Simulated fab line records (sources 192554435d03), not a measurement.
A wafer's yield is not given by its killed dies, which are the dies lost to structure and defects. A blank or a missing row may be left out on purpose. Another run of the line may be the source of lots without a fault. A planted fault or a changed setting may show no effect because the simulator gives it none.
Matching of chambers | flow n5 finfet | rie diel-03 running N5_MOL_CONTACT_COAG_ETCH_47: 4 sister chambers
The step etches SiNx in CH3F/O2, stops on W, target depth 27 nm. 8 wafers are shown with their chamber, then 8 later ones without.

== WAFERS WITH THEIR CHAMBER ==
wafer  | chamber | showerhead plenum p Torr (Torr) | throttle valve pct (%)
L076.1 | 1       | 1.96                            | 16.00
L077.3 | 1       | 1.96                            | 16.00
L080.4 | 2       | 2.07                            | 16.85
L080.6 | 3       | 1.98                            | 16.32
L084.1 | 0       | 2.00                            | 16.43
L084.2 | 2       | 2.07                            | 16.86
L084.6 | 3       | 1.97                            | 16.34
L087.1 | 0       | 2.00                            | 16.45

== WAFERS MISSING THEIR CHAMBER ==
wafer  | showerhead plenum p Torr (Torr) | throttle valve pct (%)
L087.5 | 1.97                            | 16.36
L087.6 | 2.00                            | 16.46
L088.1 | 1.97                            | 16.36
L088.4 | 1.95                            | 16.05
L088.5 | 1.97                            | 16.35
L093.1 | 1.99                            | 16.47
L093.4 | 1.95                            | 16.06
L093.6 | 1.96                            | 16.38

== WHICH CHAMBER EACH ONE RAN IN ==
wafer  | from the rows above | in truth
L087.5 | 3                   | 3
L087.6 | 0                   | 0
L088.1 | 3                   | 3
L088.4 | 1                   | 1
L088.5 | 3                   | 3
L093.1 | 0                   | 0
L093.4 | 1                   | 1
L093.6 | 3                   | 3
Placed correctly: 8 of 8. Number that these rows cannot place: 0. 0 placed wrongly.
How it was worked out, from the rows above alone: a wafer's distance from a chamber is the root of the sum, over the readings, of the square of ((its reading less the chamber's mean) divided by the reading's scatter). If the next closest chamber is less than 2 further off than the closest, the wafer can't be placed; otherwise it belongs to the closest. Each chamber's mean is taken over the wafers shown for it. How the scatter is found: for the shown wafers, subtract from each reading the mean of its chamber, square and add these, divide the total by (wafers less chambers), then take the root.
